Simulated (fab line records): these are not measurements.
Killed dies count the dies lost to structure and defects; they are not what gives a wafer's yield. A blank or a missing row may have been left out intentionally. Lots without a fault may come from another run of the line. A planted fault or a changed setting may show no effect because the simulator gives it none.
The tool behind it: which one? ; flow nand_harc ; 14 lots with 42 wafers sampled at 5 steps, on a route of 1302 steps

WHAT EACH GAUGE READ, for each wafer
NHARC_END_SORT_01. Usual: defect_limited_yield 90.9 %, standard deviation 2.4; killed_at_array 56, standard deviation 17; killed_at_other 1.2, standard deviation 1.4; killed_at_periphery 4, standard deviation 3.2; killed_dies 61, standard deviation 16; killed_open 3.6, standard deviation 2.1; killed_short 2.7, standard deviation 1.8.
lot;measured;on;defect_limited_yield (%);killed_at_array;killed_at_other;killed_at_periphery;killed_dies;killed_open;killed_short;flag
L246;day 24 09:07;prober-01;92.8 93.6 93.2;41 40 40;0 0 0;8 3 6;49 43 46;3 3 5;2 0 5;
L247;day 24 19:37;prober-01;92.3 94.8 93.1;49 34 44;0 1 1;3 0 2;52 35 47;7 2 4;4 4 2;
L248;day 24 18:47;prober-02;88.8 91.3 88.5;76 57 76;0 1 0;0 1 2;76 59 78;2 0 5;8 1 1;
L250;day 26 11:51;prober-01;90.5 89.1 88.8;60 71 74;0 0 0;4 3 2;64 74 76;3 6 4;2 1 5;
L252;day 26 04:04;prober-01;88.3 89.1 90.8;71 71 57;2 0 2;6 3 3;79 74 62;2 1 2;5 2 3;
L253;day 27 18:38;prober-01;63.8 63.2 62.8;43 40 36;0 1 0;202 208 216;245 249 252;5 7 5;3 3 2;OFF
L254;day 27 17:02;prober-02;61.6 59.4 61.0;52 69 65;0 2 0;208 204 199;260 275 264;1 5 3;0 2 2;OFF
L262;day 31 02:25;prober-02;88.9 89.2 87.6;69 66 81;5 3 1;1 4 2;75 73 84;0 2 4;0 2 2;
L263;day 31 17:58;prober-02;92.2 93.4 89.5;51 43 67;0 0 0;2 2 4;53 45 71;3 1 4;6 2 6;
L264;day 31 19:13;prober-01;87.9 86.7 87.0;74 87 74;0 0 0;8 3 14;82 90 88;3 2 0;4 1 4;
L265;day 32 21:46;prober-02;93.2 95.3 95.9;43 28 27;0 0 0;3 4 1;46 32 28;6 2 1;3 0 0;
L267;day 33 06:17;prober-02;90.0 93.8 91.6;56 36 45;3 2 6;9 4 6;68 42 57;7 3 4;3 2 4;
L268;day 33 03:02;prober-01;87.7 90.4 90.5;69 55 55;3 2 1;11 8 8;83 65 64;12 2 2;4 4 3;
L269;day 35 05:52;prober-02;90.0 92.6 89.4;46 40 60;6 1 2;16 9 10;68 50 72;3 3 4;2 2 3;

WHICH TOOL RAN EACH LOT (tool, then ch and the chambers of the sampled wafers, then the start)
lot;NHARC_P_M2_ECD_22;NHARC_THIN_TSV_ETCH_15;NHARC_THIN_TSV_STRIP_45;NHARC_THIN_TSV_ANNEAL_52
L246;ecd_cu-01 ch 0,1, day 6 20:47;rie_si-03 ch 1,2, day 23 17:26;plasma_asher-01 ch 0,1, day 23 17:46;rtp_anneal-01 ch 0, day 23 20:41
L247;ecd_cu-02 ch 0,1, day 7 02:53;rie_si-03 ch 1,2, day 24 05:47;plasma_asher-01 ch 0,1, day 24 05:59;rtp_anneal-01 ch 0, day 24 09:11
L248;ecd_cu-01 ch 0,1, day 7 04:43;rie_si-02 ch 0,2,3, day 24 04:35;plasma_asher-02 ch 0,1, day 24 04:50;rtp_anneal-01 ch 0, day 24 07:43
L250;ecd_cu-01 ch 0,1, day 8 05:22;rie_si-05 ch 0,1,3, day 25 18:40;plasma_asher-02 ch 0,1, day 25 18:56;rtp_anneal-02 ch 0, day 25 21:51
L252;ecd_cu-02 ch 0,1, day 8 23:51;rie_si-02 ch 0,1,2, day 25 13:10;plasma_asher-02 ch 0,1, day 25 13:26;rtp_anneal-02 ch 0, day 25 16:20
L253;ecd_cu-01 ch 0,1, day 9 09:40;rie_si-05 ch 1,2, day 27 03:41;plasma_asher-01 ch 0,1, day 27 04:03;rtp_anneal-02 ch 0, day 27 06:56
L254;ecd_cu-01 ch 0,1, day 9 21:02;rie_si-02 ch 0,2, day 27 02:38;plasma_asher-01 ch 0,1, day 27 02:54;rtp_anneal-02 ch 0, day 27 05:55
L262;ecd_cu-02 ch 0,1, day 13 05:54;rie_si-02 ch 1,2, day 30 11:02;plasma_asher-02 ch 0,1, day 30 11:25;rtp_anneal-02 ch 0, day 30 14:25
L263;ecd_cu-02 ch 0,1, day 13 19:55;rie_si-02 ch 0,2, day 31 03:45;plasma_asher-01 ch 0, day 31 04:00;rtp_anneal-01 ch 0, day 31 06:59
L264;ecd_cu-01 ch 0,1, day 14 01:26;rie_si-03 ch 1,3, day 31 02:32;plasma_asher-02 ch 0, day 31 02:47;rtp_anneal-02 ch 0, day 31 05:43
L265;ecd_cu-01 ch 1, day 14 16:39;rie_si-02 ch 0,1,3, day 32 04:43;plasma_asher-01 ch 0,1, day 32 04:59;rtp_anneal-01 ch 0, day 32 08:02
L267;ecd_cu-02 ch 0,1, day 15 07:36;rie_si-02 ch 1,2, day 32 13:45;plasma_asher-02 ch 0,1, day 32 14:03;rtp_anneal-02 ch 0, day 32 16:58
L268;ecd_cu-02 ch 0,1, day 15 15:59;rie_si-05 ch 1,2,3, day 32 12:35;plasma_asher-02 ch 0,1, day 32 12:51;rtp_anneal-01 ch 0, day 32 15:43
L269;ecd_cu-02 ch 0,1, day 16 05:25;rie_si-03 ch 2,3, day 34 14:55;plasma_asher-01 ch 0,1, day 34 15:10;rtp_anneal-02 ch 0, day 34 18:02
- NHARC_P_M2_ECD_22: material Cu, target thk 400 nm.
- NHARC_THIN_TSV_ETCH_15: target depth 3000 nm, bosch target overetch cycles 2, bosch etch step 2.8 s.
- NHARC_THIN_TSV_STRIP_45: strips in O2.
- NHARC_THIN_TSV_ANNEAL_52: time 90 s.

AS READ BY THE TOOLS THEMSELVES (means over the sampled wafers that have a number; for cases with no such wafer, the mark the record gives instead)
NHARC_THIN_TSV_ETCH_15. Usual: 5.9 A for drypump_motor_current_A, sd 0.36.
lot;tool;drypump_motor_current_A (A);flag
L246;rie_si-03;6.0;
L247;rie_si-03;6.0;
L248;rie_si-02;5.6;
L250;rie_si-05;5.8;
L252;rie_si-02;5.7;
L253;rie_si-05;6.0;
L254;rie_si-02;5.5;
L262;rie_si-02;5.6;
L263;rie_si-02;5.6;
L264;rie_si-03;5.9;
L265;rie_si-02;5.8;
L267;rie_si-02;5.7;
L268;rie_si-05;6.1;
L269;rie_si-03;6.4;

NHARC_THIN_TSV_STRIP_45. Usual: drypump_motor_current_A 5.9 A, standard deviation 0.49; heater_power_w 353 W, standard deviation 36; temp_c 250.04 C, standard deviation 0.17.
lot;tool;drypump_motor_current_A (A);heater_power_w (W);temp_c (C);flag
L246;plasma_asher-01;6.1;321;249.91;
L247;plasma_asher-01;6.1;323;250.00;
L248;plasma_asher-02;5.6;387;250.19;
L250;plasma_asher-02;5.6;397;250.06;
L252;plasma_asher-02;5.6;397;250.10;
L253;plasma_asher-01;6.1;316;249.83;
L254;plasma_asher-01;6.3;318;249.96;
L262;plasma_asher-02;5.6;393;250.01;
L263;plasma_asher-01;6.6;324;250.12;
L264;plasma_asher-02;5.3;391;250.22;
L265;plasma_asher-01;6.1;333;249.84;
L267;plasma_asher-02;5.6;398;249.92;
L268;plasma_asher-02;5.4;390;249.93;
L269;plasma_asher-01;6.1;329;250.05;

NHARC_THIN_TSV_ANNEAL_52. Usual: 226.19 for wafer_temp_C_max, sd 0.26.
lot;tool;wafer_temp_C_max;flag
L246;rtp_anneal-01;226.30;
L247;rtp_anneal-01;226.28;
L248;rtp_anneal-01;226.22;
L250;rtp_anneal-02;226.41;
L252;rtp_anneal-02;226.10;
L253;rtp_anneal-02;226.09;
L254;rtp_anneal-02;226.49;
L262;rtp_anneal-02;226.06;
L263;rtp_anneal-01;226.15;
L264;rtp_anneal-02;226.03;
L265;rtp_anneal-01;226.52;
L267;rtp_anneal-02;226.21;
L268;rtp_anneal-01;226.15;
L269;rtp_anneal-02;226.14;

THE ANSWER, worked out from the rows above alone
Rule: a lot counts as off when the mean over its wafers that have a number is more than 3 standard deviations away from the usual mean. Also off: a lot with no number at a reading for which 4 or more lots have one. Where the step has rows for the other lots, those lots are counted as sound. First the gauges in route order, then the tools' own readings, where a lot's mean is used as printed above. At the first step where some lot is off, the reading lying furthest off is the one used; lots without a number count as furthest.
Off: L253, L254 (NHARC_END_SORT_01, killed_at_periphery).
A tool fits if, at a process step before that reading, it ran every lot that is off, and no sound lot after the first of them. Gauges at NHARC_END_SORT_01: tried the same way as those tools. No candidate that was tried fits.

WHAT THE SIMULATOR PUT IN
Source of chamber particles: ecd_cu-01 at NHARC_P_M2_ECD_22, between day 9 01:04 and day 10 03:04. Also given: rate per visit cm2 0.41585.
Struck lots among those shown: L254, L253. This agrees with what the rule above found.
